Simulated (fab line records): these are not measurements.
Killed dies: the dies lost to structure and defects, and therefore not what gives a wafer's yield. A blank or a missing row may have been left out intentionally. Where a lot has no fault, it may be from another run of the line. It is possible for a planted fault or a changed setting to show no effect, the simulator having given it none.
Tool commonality check + flow nand-harc + Lots sampled 7, wafers sampled 21

## WHY IT WAS OPENED
On 2 of the 7 lots, a flag is raised at NHARC_END_SORT_01 on the reading killed-at-array. No-fault wafers: 49, standard deviation 18.
Rule: a lot is flagged when every wafer of it that has a number lies more than 4 standard deviations from that mean, or none has a number. The rest of the lots are taken to be sound.

| lot  | measured     | on        | killed-at-array, wafer by wafer | flag    |
|------|--------------|-----------|---------------------------------|---------|
| L608 | day 24 08:58 | prober-01 | 45 59 41                        |         |
| L610 | day 25 01:35 | prober-01 | 50 44 49                        |         |
| L618 | day 28 10:43 | prober-02 | 676 672 673                     | FLAGGED |
| L619 | day 28 12:16 | prober-01 | 671 673 671                     | FLAGGED |
| L624 | day 31 15:04 | prober-02 | 24 19 29                        |         |
| L627 | day 31 23:41 | prober-01 | 20 29 19                        |         |
| L630 | day 33 17:06 | prober-02 | 62 57 46                        |         |
On average the flagged lots' numbers are 673, which is +624 against the usual, or +35 standard deviations.

## TOOL THAT RAN EACH LOT
4 process steps preceding the reading are held in the record, out of 1302 steps in the route. Every cell lists first the tool, next ch and the chambers used by the sampled wafers, and last the start.
| lot  | flag    | NHARC_A_CONTACT_ETCH_91            | NHARC_A_CONTACT_ETCH_30            | NHARC_A_CONTACT_ETCH_31                       | NHARC_A_CONTACT_ETCH_137             |
|------|---------|------------------------------------|------------------------------------|-----------------------------------------------|--------------------------------------|
| L608 |         | rie-diel-03 ch 2,3, day 22 01:18   | rie-diel-12 ch 1,2,3, day 22 05:47 | rie-diel-12 ch 0,1, day 22 07:13 or earlier   | har-cap-etch-03 ch 0,1, day 22 07:13 |
| L610 |         | rie-diel-12 ch 0,1,3, day 22 19:54 | rie-diel-08 ch 1,2,3, day 23 00:21 | rie-diel-08 ch 1,2, day 23 01:41 or earlier   | har-cap-etch-01 ch 0,1, day 23 01:41 |
| L618 | FLAGGED | rie-diel-12 ch 0,2,3, day 26 05:44 | rie-diel-12 ch 1,2,3, day 26 10:10 | rie-diel-12 ch 1,2,3, day 26 11:30 or earlier | har-cap-etch-01 ch 0,1, day 26 11:30 |
| L619 | FLAGGED | rie-diel-12 ch 0,1,2, day 26 04:39 | rie-diel-08 ch 0,1, day 26 09:01   | rie-diel-08 ch 1,3, day 26 10:27 or earlier   | har-cap-etch-03 ch 0,1, day 26 10:27 |
| L624 |         | rie-diel-12 ch 1,2, day 29 00:56   | rie-diel-12 ch 1,2,3, day 29 11:05 | rie-diel-12 ch 1,2,3, day 29 12:32 or earlier | har-cap-etch-03 ch 0,1, day 29 12:32 |
| L627 |         | rie-diel-12 ch 1,2,3, day 29 17:28 | rie-diel-12 ch 1,2,3, day 29 22:47 | rie-diel-12 ch 0,2,3, day 30 00:08 or earlier | har-cap-etch-01 ch 0,1, day 30 00:08 |
| L630 |         | rie-diel-12 ch 0,2,3, day 31 04:28 | rie-diel-12 ch 1,2, day 31 12:17   | rie-diel-12 ch 0,1, day 31 13:46 or earlier   | har-cap-etch-01 ch 0,1, day 31 13:46 |
What these steps do:
- NHARC_A_CONTACT_ETCH_91: etches the open film in CH3F/O2, target depth 40 nm, time 85.7 s.
- NHARC_A_CONTACT_ETCH_30: etches the open film in CF4/CHF3, target depth 72.6 nm, time 36.3 s.
- NHARC_A_CONTACT_ETCH_31: etches the open film in O2/COS, target depth 2800 nm, time 728 s.
- NHARC_A_CONTACT_ETCH_137: etches the open film in C4F8/O2/Ar, time 311 s, target depth 1912 nm.
- NHARC_END_SORT_01

## FLAGGED OVER TOTAL, TOOL BY TOOL (the gauges that took the reading come last)
| step                     | tool            | lots run | flagged | share of the flagged lots | sound lots run after its first flagged lot |
|--------------------------|-----------------|----------|---------|---------------------------|--------------------------------------------|
| NHARC_A_CONTACT_ETCH_91  | rie-diel-03     | 1        | 0       | none                      | -                                          |
| NHARC_A_CONTACT_ETCH_91  | rie-diel-12     | 6        | 2       | all                       | 3 (L624,L627,L630)                         |
| NHARC_A_CONTACT_ETCH_30  | rie-diel-08     | 2        | 1       | some                      | 0                                          |
| NHARC_A_CONTACT_ETCH_30  | rie-diel-12     | 5        | 1       | some                      | 3 (L624,L627,L630)                         |
| NHARC_A_CONTACT_ETCH_31  | rie-diel-08     | 2        | 1       | some                      | 0                                          |
| NHARC_A_CONTACT_ETCH_31  | rie-diel-12     | 5        | 1       | some                      | 3 (L624,L627,L630)                         |
| NHARC_A_CONTACT_ETCH_137 | har-cap-etch-01 | 4        | 1       | some                      | 2 (L627,L630)                              |
| NHARC_A_CONTACT_ETCH_137 | har-cap-etch-03 | 3        | 1       | some                      | 1 (L624)                                   |
| NHARC_END_SORT_01        | prober-01       | 4        | 1       | some                      | 1 (L627)                                   |
| NHARC_END_SORT_01        | prober-02       | 3        | 1       | some                      | 2 (L624,L630)                              |
Because NHARC_A_CONTACT_ETCH_31 lacks a start for some lots, the hours and order of its lots are taken from NHARC_A_CONTACT_ETCH_137.

## WHAT THE TABLE PERMITS
All flagged lots share 1 row of the table, namely rie-diel-12 at NHARC_A_CONTACT_ETCH_91.
- rie-diel-12 at NHARC_A_CONTACT_ETCH_91: 2 of its 6 lots flagged. Sound lots followed the first flagged one (L624, L627, L630) on it, something a lasting fault affecting the whole tool could not allow.
Not one row of the table ran every flagged lot while running no sound lot after the first.

## WHAT HAD BEEN PUT IN BY THE SIMULATOR
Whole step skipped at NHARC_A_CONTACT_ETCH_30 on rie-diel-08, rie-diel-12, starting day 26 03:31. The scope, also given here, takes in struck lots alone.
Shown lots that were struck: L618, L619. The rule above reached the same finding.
